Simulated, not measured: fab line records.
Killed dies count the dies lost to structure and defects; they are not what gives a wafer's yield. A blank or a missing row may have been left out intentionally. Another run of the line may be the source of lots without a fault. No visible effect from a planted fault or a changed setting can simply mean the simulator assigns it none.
fab line records	flow n5Finfet
record lots=7	wafers=21
route steps=1938 shown BEOL_M15@1773 TV_LITHO@1879 PASSIVATION@1930
startH: hours from the record's first day to the start of the lot's first wafer shown	waitH: how many hours have passed since the lot's step before this one	" the same as in the row above	L1.1+2: one row covering several wafers at once	- no value present, or no start provided	* or withheld: withheld	< > ~ a bound
route shown NAME@n: names a module that has steps shown in the file, with the first one's number in the route	usual: average and standard deviation across the fault-free wafers	same: alike in all rows	chamber/n: place in a boat	sites: per-site readings	_std_site: standard deviation of those values	_edge_site: outer sites' mean less inner sites'	radiusMm: how far each site lies from the wafer's centre	mask NAME#n: copy n	behind: tool/chamber where the wafer was last shaped	hold: why the lot went on hold/how many hours it stayed there/how the hold came to an end	device: names the non-switching transistor (n, p or np)	end of line: the route-end tests of the same wafers	a step without rows: its recipe alone	killed: dies lost to structure and defects at the first sort, not the wafer's yield	map: dies across one wafer; x = killed, . = not, _ = none there
set.NAME: the setting that was run; set.NAME@STEP: the one run at that earlier step	model.NAME: the simulator's own value behind a step, which no gauge read
lots where settings were altered on purpose, with a table for each step and a row for each wafer
## steps
# step N5_BEOL_M15_ILD_DEP_00
# recipe material=SiO2	targetThkA=16293	tempC=400	precursor=TEOS/O2	pressureTorr=6.5	rfW=900	teosFlowSccm=161.4	gas=O2	flowSccm=2650	timeS=346.1
lot.wafer	tool	chamber	startH	waitH	set.timeS	model.SiO2_of_BEOL_M15_ILD_DEP_00.thkNm
L076.1	pecvd-03	0	298.47	0.0	346.1	1576
L076.4	"	2	"	"	346.1	1631
L076.5	"	1	"	"	346.1	1626
L077.1	pecvd-03	1	315.31	0.0	295.2	1362
L077.2	"	2	"	"	346.1	1577
L077.4	"	2	"	"	346.1	1620
L079.3	pecvd-01	1	315.39	0.0	346.1	1599
L079.4	"	1	"	"	346.1	1623
L079.5	"	0	"	"	346.1	1657
L089.2	pecvd-04	2	389.23	0.0	346.1	1617
L089.3	"	1	"	"	346.1	1594
L089.6	"	2	"	"	346.1	1649
L091.3	pecvd-01	0	392.41	0.0	346.1	1623
L091.5	"	0	"	"	346.1	1645
L091.6	"	2	"	"	346.1	1668
L090.1	pecvd-04	1	404.31	0.0	316.8	1460
L090.4	"	0	"	"	316.8	1484
L090.5	"	2	"	"	346.1	1626
L093.1	pecvd-03	0	409.60	0.0	346.1	1583
L093.2	"	2	"	"	346.1	1595
L093.3	"	1	"	"	308.4	1444
# step N5_BEOL_M15_THK_MEAS_01
# recipe reads=SiO2_of_BEOL_M15_ILD_DEP_00
# usual M15_ILD_THK=1616/22
lot.wafer	tool	chamber	startH	waitH	set.timeS@BEOL_M15_ILD_DEP_00	M15_ILD_THK[nm]
L076.1	filmMetro-02	-	298.72	0.1	346.1	1575
L076.4	"	-	"	"	346.1	1630
L076.5	"	-	"	"	346.1	1626
L077.1	filmMetro-02	-	315.56	0.1	295.2	1361
L077.2	"	-	"	"	346.1	1576
L077.4	"	-	"	"	346.1	1620
L079.3	filmMetro-01	-	315.65	0.1	346.1	1600
L079.4	"	-	"	"	346.1	1623
L079.5	"	-	"	"	346.1	1657
L089.2	filmMetro-01	-	389.48	0.1	346.1	1617
L089.3	"	-	"	"	346.1	1595
L089.6	"	-	"	"	346.1	1650
L091.3	filmMetro-02	-	392.66	0.1	346.1	1622
L091.5	"	-	"	"	346.1	1645
L091.6	"	-	"	"	346.1	1665
L090.1	filmMetro-02	-	404.56	0.1	316.8	1461
L090.4	"	-	"	"	316.8	1483
L090.5	"	-	"	"	346.1	1626
L093.1	filmMetro-01	-	409.85	0.1	346.1	1584
L093.2	"	-	"	"	346.1	1595
L093.3	"	-	"	"	308.4	1445
# step N5_BEOL_M15_EXPOSE_07
# recipe maskId=V14	na=0.8	sourceShape=annular	sigmaInner=0.5	sigmaOuter=0.8	polarization=unpolarized	attpsmPhaseDeg=180	doseMj=41.25
lot.wafer	tool	chamber	startH	waitH	mask	set.doseMj
L076.1+4+5	krfScanner-02	0	298.85	-	V14#0	41.25
L077.1+2+4	krfScanner-01	0	315.82	-	V14#0	41.25
L079.3+4+5	krfScanner-01	0	315.87	-	V14#0	41.25
L089.2+3+6	krfScanner-02	0	389.75	-	V14#0	41.25
L091.3+5+6	krfScanner-02	0	392.80	-	V14#0	41.25
L090.1	krfScanner-02	0	404.69	-	V14#0	41.25
L090.4+5	"	0	"	"	V14#0	40.32
L093.1+3	krfScanner-01	0	410.11	-	V14#0	41.25
L093.2	"	0	"	"	V14#0	42.63
# step N5_BEOL_M15_PEB_08
# recipe pebTempC=130	pebTimeS=90
# step N5_BEOL_M15_DEVELOP_09
# recipe developTimeS=45	rinseLiquid=diw	dry=airSpin	devTempC=21
# step N5_BEOL_M15_HARDBAKE_14
# recipe tempC=130	timeS=120
# step N5_BEOL_M15_CD_MEAS_10
# recipe targetCdNm=360	landingEnergyEv=500	detector=seInlens	polarity=opening
# usual cdNm=360.6/1.6
lot.wafer	tool	chamber	startH	waitH	set.doseMj@BEOL_M15_EXPOSE_07	cdNm
L076.1	cdSem-02	0	299.02	-	41.25	360.4
L076.4	"	0	"	"	41.25	360.6
L076.5	"	0	"	"	41.25	360.3
L077.1	cdSem-02	0	315.99	-	41.25	362.4
L077.2	"	0	"	"	41.25	360.5
L077.4	"	0	"	"	41.25	361.5
L079.3	cdSem-01	0	316.03	-	41.25	361.2
L079.4	"	0	"	"	41.25	363.3
L079.5	"	0	"	"	41.25	362.4
L089.2	cdSem-01	0	389.91	-	41.25	361.7
L089.3	"	0	"	"	41.25	357.7
L089.6	"	0	"	"	41.25	359.1
L091.3	cdSem-01	0	392.96	-	41.25	361.8
L091.5	"	0	"	"	41.25	359.2
L091.6	"	0	"	"	41.25	363.2
L090.1	cdSem-03	0	404.87	-	41.25	362.8
L090.4	"	0	"	"	40.32	357.0
L090.5	"	0	"	"	40.32	353.5
L093.1	cdSem-03	0	410.28	-	41.25	359.2
L093.2	"	0	"	"	42.63	368.6
L093.3	"	0	"	"	41.25	359.5
# step N5_BEOL_M15_DESCUM_15
# recipe chemistry=O2	timeS=7.9	sourcePowerW=50	biasPowerW=20	pressureMtorr=20	rfFrequencyHz=2.712e+07	tempC=40	o2FlowSccm=225
# step N5_BEOL_M15_ETCH_59
# recipe chemistry=N2/H2	target=BARC	targetDepthA=890	overetchA=267	timeS=67.9	ionEnergyEv=200	pressureMtorr=30	sourceW=840	biasW=150	n2FlowSccm=200	h2FlowSccm=200
# step N5_BEOL_M15_VIA_ETCH_16
# recipe chemistry=C4F8/O2/Ar	target=SiO2	heInnerTorr=15	heOuterTorr=30	targetDepthA=17922	timeS=withheld	ionEnergyEv=800	pressureMtorr=20	sourceW=1905	biasW=2040	Ar_flow_sccm=400	C4F8_flow_sccm=16	O2_flow_sccm=12	ends=cleared
lot.wafer	tool	chamber	startH	waitH	set.timeS@BEOL_M15_ILD_DEP_00	model.etch.depthNm	model.coat_of_BEOL_M15_COAT_04.thkNm
L076.1	rieDiel-05	3	299.37	0.0	*	1576	352.8
L076.4	"	1	"	"	*	1631	322.8
L076.5	"	1	"	"	*	1626	320.6
L077.1	rieDiel-05	0	316.17	0.0	*	1362	398
L077.2	"	1	"	"	*	1577	336.6
L077.4	"	2	"	"	*	1620	332.4
L079.3	rieDiel-01	0	316.26	0.0	*	1599	341
L079.4	"	1	"	"	*	1623	324.6
L079.5	"	1	"	"	*	1657	315.2
L089.2	rieDiel-04	2	390.16	0.0	*	1617	343.2
L089.3	"	0	"	"	*	1594	352
L089.6	"	1	"	"	*	1649	322
L091.3	rieDiel-05	1	393.14	0.0	*	1623	325.6
L091.5	"	0	"	"	*	1645	329.6
L091.6	"	2	"	"	*	1668	323
L090.1	rieDiel-05	2	405.04	0.0	*	1460	371.4
L090.4	"	0	"	"	*	1484	368.2
L090.5	"	0	"	"	*	1626	333.8
L093.1	rieDiel-04	1	410.56	0.1	*	1583	335
L093.2	"	3	"	"	*	1595	331.4
L093.3	"	1	"	"	*	1444	368.4
# step N5_BEOL_M15_TRENCH_ETCH_34
# recipe chemistry=C4F8/O2/Ar	target=SiO2	targetDepthA=8729.3	heInnerTorr=15	heOuterTorr=30	timeS=199	ionEnergyEv=800	pressureMtorr=20	sourceW=1905	biasW=2040	Ar_flow_sccm=400	C4F8_flow_sccm=16	O2_flow_sccm=12
lot.wafer	tool	chamber	startH	waitH	set.timeS	model.etch.depthNm
L076.1	rieDiel-01	3	300.88	0.0	231.9	1020
L076.4	"	1	"	"	199	900.9
L076.5	"	1	"	"	199	903.7
L077.1	rieDiel-05	1	318.52	0.0	199	879
L077.2	"	0	"	"	226.6	973.7
L077.4	"	3	"	"	199	877.1
L079.3	rieDiel-01	3	318.65	0.0	199	867.4
L079.4	"	1	"	"	199	901.2
L079.5	"	1	"	"	199	904.1
L089.2	rieDiel-04	3	391.74	0.0	199	897.9
L089.3	"	2	"	"	218.1	938.4
L089.6	"	0	"	"	199	862.8
L091.3	rieDiel-05	2	394.73	0.0	199	880.5
L091.5	"	0	"	"	199	909.2
L091.6	"	3	"	"	199	877
L090.1	rieDiel-01	2	406.50	0.0	199	888.7
L090.4	"	3	"	"	162	718.2
L090.5	"	2	"	"	162	722.9
L093.1	rieDiel-01	1	412.18	0.0	199	917.8
L093.2	"	2	"	"	199	883.2
L093.3	"	3	"	"	158.7	693
# step N5_BEOL_M15_SPUTTER_44
# recipe material=Ta	targetThkA=150	tempC=50	biasV=80	powerW=15000	chamberPressurePa=0.07	timeS=24.19
lot.wafer	tool	chamber	startH	waitH	set.timeS	model.Ta_of_BEOL_M15_SPUTTER_44.thkNm
L076.1+4+5	pvdSputter-02	-	302.13	0.0	24.19	15
L079.3	pvdSputter-01	-	328.56	0.0	24.19	14.8
L079.4	"	-	"	"	22.08	13.6
L079.5	"	-	"	"	22.08	13.4
L077.1+2	pvdSputter-03	-	336.60	0.0	24.19	15.4
L077.4	"	-	"	"	26.93	17.2
L089.2	pvdSputter-02	-	396.21	0.0	21.3	13.6
L089.3+6	"	-	"	"	24.19	15.2
L091.3+5	pvdSputter-02	-	396.53	0.0	24.19	15
L091.6	"	-	"	"	24.19	14.6
L090.1	pvdSputter-03	-	408.14	0.0	20.67	12.8
L090.4	"	-	"	"	24.19	15.2
L090.5	"	-	"	"	20.67	13
L093.1	pvdSputter-02	-	415.76	0.0	24.19	14.8
L093.2	"	-	"	"	25.81	15.8
L093.3	"	-	"	"	24.19	14.6
# step N5_BEOL_M15_SPUTTER_45
# recipe material=Cu	targetThkA=1000	tempC=-20	biasV=60	powerW=26000	chamberPressurePa=0.13	timeS=16.67
# step N5_BEOL_M15_ECD_47
# recipe material=Cu	targetThkA=18600
# step N5_BEOL_M15_ANNEAL_48
# recipe tempC=225	timeS=90	ambient=N2
# step N5_BEOL_M15_CMP_49
# recipe stopOn=SiO2	tOverpolishS=4.9	downForcePsi=2	platenRpm=80	clearingPlatenDownForcePsi=2	clearingPlatenRpm=80	postCmpClean=cuAlkaline	targetThkNm=850	clearingPlatenPadVelocityMS=1.5917	padVelocityMS=1.5917
lot.wafer	tool	chamber	startH	waitH	set.timeS@BEOL_M15_TRENCH_ETCH_34	model.Cu_of_BEOL_M15_ECD_47.thkNm
L076.4	cmp-01	3	303.15	0.2	199	876.4
L076.1	"	0	"	"	231.9	996.2
L076.5	"	1	"	"	199	878.8
L079.4	cmp-03	1	329.45	0.2	199	881.8
L079.3	"	2	"	"	199	845.4
L079.5	"	3	"	"	199	884.4
L077.2	cmp-03	1	337.60	0.3	226.6	950.4
L077.1	"	2	"	"	199	856.4
L077.4	"	0	"	"	199	851.6
L089.2	cmp-02	1	396.98	0.2	199	877.8
L089.3	"	2	"	"	218.1	916.6
L089.6	"	0	"	"	199	840.8
L091.3	cmp-03	1	397.27	0.2	199	858.6
L091.6	"	1	"	"	199	855.8
L091.5	"	2	"	"	199	888
L090.1	cmp-03	1	408.88	0.3	199	869
L090.4	"	3	"	"	162	696.6
L090.5	"	1	"	"	162	703.2
L093.2	cmp-03	2	416.65	0.2	199	861.2
L093.1	"	0	"	"	199	896
L093.3	"	1	"	"	158.7	671.8
# step N5_BEOL_M15_THK_MEAS_50
# recipe thkMeasGauge=xrf	reads=Cu_of_BEOL_M15_ECD_47
# usual M15_THK=859/21
lot.wafer	tool	chamber	startH	waitH	set.timeS@BEOL_M15_TRENCH_ETCH_34	M15_THK[nm]
L076.1	filmMetro-02	-	303.37	-	231.9	994
L076.4	"	-	"	"	199	874
L076.5	"	-	"	"	199	878
L079.3	filmMetro-01	-	329.67	-	199	853
L079.4	"	-	"	"	199	886
L079.5	"	-	"	"	199	894
L077.1	filmMetro-01	-	337.90	-	199	859
L077.2	"	-	"	"	226.6	950
L077.4	"	-	"	"	199	856
L089.2	filmMetro-02	-	397.24	-	199	873
L089.3	"	-	"	"	218.1	913
L089.6	"	-	"	"	199	839
L091.3	filmMetro-01	-	397.56	-	199	856
L091.5	"	-	"	"	199	887
L091.6	"	-	"	"	199	852
L090.1	filmMetro-01	-	409.17	-	199	871
L090.4	"	-	"	"	162	699
L090.5	"	-	"	"	162	707
L093.1	filmMetro-01	-	416.94	-	199	889
L093.2	"	-	"	"	199	856
L093.3	"	-	"	"	158.7	666
# step N5_BEOL_M15_PRE_CLEAN_52
# recipe gas=NH3	timeS=15	tempC=withheld	rfPowerW=300
# step N5_BEOL_M15_DEP_53
# recipe material=SiCN	targetThkA=500	tempC=withheld	precursor=3MS/NH3	pressureTorr=3	rfW=675	timeS=17.8
# step N5_BEOL_M15_RS_MEAS_54
# recipe thkMeasGauge=four-point-probe	reads=Cu_of_BEOL_M15_ECD_47+Ta_of_BEOL_M15_SPUTTER_44+TaN_of_BEOL_M15_SPUTTER_43
# usual M15_RS=0.0213/0.00049
lot.wafer	tool	chamber	startH	waitH	set.timeS@BEOL_M15_TRENCH_ETCH_34	M15_RS[ohm/sq]
L076.1	filmMetro-02	-	303.50	0.0	231.9	0.0184
L076.4	"	-	"	"	199	0.0209
L076.5	"	-	"	"	199	0.0208
L079.3	filmMetro-02	-	329.80	0.1	199	0.0216
L079.4	"	-	"	"	199	0.0207
L079.5	"	-	"	"	199	0.0207
L077.1	filmMetro-02	-	338.02	0.0	199	0.0214
L077.2	"	-	"	"	226.6	0.0192
L077.4	"	-	"	"	199	0.0215
L089.2	filmMetro-01	-	397.37	0.1	199	0.0209
L089.3	"	-	"	"	218.1	0.0199
L089.6	"	-	"	"	199	0.0218
L091.3	filmMetro-02	-	398.05	0.1	199	0.0213
L091.5	"	-	"	"	199	0.0206
L091.6	"	-	"	"	199	0.0214
L090.1	filmMetro-02	-	409.30	0.0	199	0.0211
L090.4	"	-	"	"	162	0.0263
L090.5	"	-	"	"	162	0.0261
L093.1	filmMetro-02	-	417.07	0.0	199	0.0204
L093.2	"	-	"	"	199	0.0213
L093.3	"	-	"	"	158.7	0.0273
# step N5_PASSIVATION_EXPOSE_07
# recipe maskId=TV	na=0.55	sourceShape=conventional	sigmaOuter=0.8	polarization=unpolarized	defocusNm=0	targetCdNm=3000	doseMj=22.75
lot.wafer	tool	chamber	startH	waitH	mask	set.doseMj
L076.1+5	krfScanner-02	0	310.79	-	TV#0	22.75
L076.4	"	0	"	"	TV#0	21.89
L079.3	krfScanner-02	0	337.68	-	TV#0	22.75
L079.4+5	"	0	"	"	TV#0	23.31
L077.1+2+4	krfScanner-01	0	346.12	-	TV#0	22.75
L091.3+5+6	krfScanner-01	0	407.28	-	TV#0	22.75
L089.2	krfScanner-02	0	407.43	-	TV#0	21.61
L089.3+6	"	0	"	"	TV#0	22.75
L090.1	krfScanner-01	0	415.52	-	TV#0	22.75
L090.4+5	"	0	"	"	TV#0	21.56
L093.1+2+3	krfScanner-01	0	422.81	-	TV#0	22.75
# step N5_PASSIVATION_PEB_08
# recipe pebTempC=withheld	pebTimeS=*
# step N5_PASSIVATION_DEVELOP_09
# recipe developTimeS=60	rinseLiquid=diw	dry=airSpin	devTempC=21
# step N5_PASSIVATION_HARDBAKE_11
# recipe tempC=130	timeS=120
# step N5_PASSIVATION_CD_MEAS_10
# recipe targetCdNm=3000	landingEnergyEv=500	detector=seInlens
# usual cdNm=3000.9/2.1
lot.wafer	tool	chamber	startH	waitH	set.doseMj@PASSIVATION_EXPOSE_07	cdNm
L076.1	cdSem-03	0	310.97	-	22.75	3002.7
L076.4	"	0	"	"	21.89	2996.0
L076.5	"	0	"	"	22.75	3004.7
L079.3	cdSem-03	0	337.85	-	22.75	2999.0
L079.4	"	0	"	"	23.31	3006.4
L079.5	"	0	"	"	23.31	3003.6
L077.1	cdSem-02	0	346.29	-	22.75	2999.7
L077.2	"	0	"	"	22.75	3002.1
L077.4	"	0	"	"	22.75	2995.2
L091.3	cdSem-01	0	407.45	-	22.75	3003.4
L091.5	"	0	"	"	22.75	3000.4
L091.6	"	0	"	"	22.75	3003.5
L089.2	cdSem-03	0	407.61	-	21.61	2992.0
L089.3	"	0	"	"	22.75	3002.8
L089.6	"	0	"	"	22.75	3002.4
L090.1	cdSem-01	0	415.70	-	22.75	2999.6
L090.4	"	0	"	"	21.56	2985.2
L090.5	"	0	"	"	21.56	2989.2
L093.1	cdSem-01	0	422.98	-	22.75	3004.3
L093.2	"	0	"	"	22.75	3000.2
L093.3	"	0	"	"	22.75	3001.2
# step N5_PASSIVATION_ETCH_54
# recipe chemistry=CHF3/O2	target=SiO2	targetDepthA=8800	CHF3_flow_sccm=50	O2_flow_sccm=5	Ar_flow_sccm=200	timeS=440	maskMaterial=PR	pressureMtorr=30	sourceW=650	biasW=170	ionEnergyEv=200
lot.wafer	tool	chamber	startH	waitH	set.sourceW	model.PASSIVATION.featureDepthNm	model.etch.depthNm
L076.1	rieDiel-03	3	315.45	0.1	650	894.2	894.2
L076.4	"	0	"	"	650	904	903.9
L076.5	"	1	"	"	603.7	876.2	876.1
L079.3	rieDiel-03	3	342.68	0.1	650	886	886
L079.4	"	0	"	"	650	915.8	915.8
L079.5	"	1	"	"	650	894.8	894.8
L077.1	rieDiel-06	0	350.78	0.1	650	877.4	877.4
L077.2	"	3	"	"	711.1	906	906
L077.4	"	0	"	"	650	873.6	873.5
L091.3	rieDiel-02	1	411.92	0.1	650	878.4	878.3
L091.5	"	3	"	"	650	890.2	890.3
L091.6	"	0	"	"	650	884.8	884.9
L089.2	rieDiel-06	2	412.01	0.2	650	884	883.9
L089.3	"	2	"	"	650	893.2	893.3
L089.6	"	3	"	"	608	859	859
L090.1	rieDiel-02	0	419.23	0.1	650	884.4	884.4
L090.4	"	1	"	"	650	889.2	889.1
L090.5	"	1	"	"	650	876.6	876.7
L093.1	rieDiel-06	1	427.27	0.1	650	878.4	878.5
L093.2	"	2	"	"	728.5	931.2	931.1
L093.3	"	3	"	"	650	877.8	877.8
## key
split step=N5_BEOL_M15_ILD_DEP_00	setting=timeS	stated=346.1	by=wafer
response step=N5_BEOL_M15_ILD_DEP_00	reading=model.SiO2_of_BEOL_M15_ILD_DEP_00.thkNm	change=+15.6	per=1%	r=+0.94
response step=N5_BEOL_M15_THK_MEAS_01	reading=M15_ILD_THK	change=+15.7	per=1%	r=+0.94
response step=N5_BEOL_M15_VIA_ETCH_16	reading=model.etch.depthNm	change=+15.6	per=1%	r=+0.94
response step=N5_BEOL_M15_VIA_ETCH_16	reading=model.coat_of_BEOL_M15_COAT_04.thkNm	change=-3.99	per=1%	r=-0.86
split step=N5_BEOL_M15_EXPOSE_07	setting=doseMj	stated=41.25	by=wafer
response step=N5_BEOL_M15_CD_MEAS_10	reading=cdNm	change=+2.95	per=1%	r=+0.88
split step=N5_BEOL_M15_TRENCH_ETCH_34	setting=timeS	stated=199	by=wafer
response step=N5_BEOL_M15_TRENCH_ETCH_34	reading=model.etch.depthNm	change=+8.5	per=1%	r=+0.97
response step=N5_BEOL_M15_CMP_49	reading=model.Cu_of_BEOL_M15_ECD_47.thkNm	change=+8.51	per=1%	r=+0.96
response step=N5_BEOL_M15_THK_MEAS_50	reading=M15_THK	change=+8.44	per=1%	r=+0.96
response step=N5_BEOL_M15_RS_MEAS_54	reading=M15_RS	change=-0.000239	per=1%	r=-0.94
split step=N5_BEOL_M15_SPUTTER_44	setting=timeS	stated=24.19	by=wafer
response step=N5_BEOL_M15_SPUTTER_44	reading=model.Ta_of_BEOL_M15_SPUTTER_44.thkNm	change=+0.152	per=1%	r=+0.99
split step=N5_PASSIVATION_EXPOSE_07	setting=doseMj	stated=22.75	by=wafer
response step=N5_PASSIVATION_CD_MEAS_10	reading=cdNm	change=+2.23	per=1%	r=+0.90
split step=N5_PASSIVATION_ETCH_54	setting=sourceW	stated=650	by=wafer
response step=N5_PASSIVATION_ETCH_54	reading=model.PASSIVATION.featureDepthNm	change=+3.93	per=1%	r=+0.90
response step=N5_PASSIVATION_ETCH_54	reading=model.etch.depthNm	change=+3.92	per=1%	r=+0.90
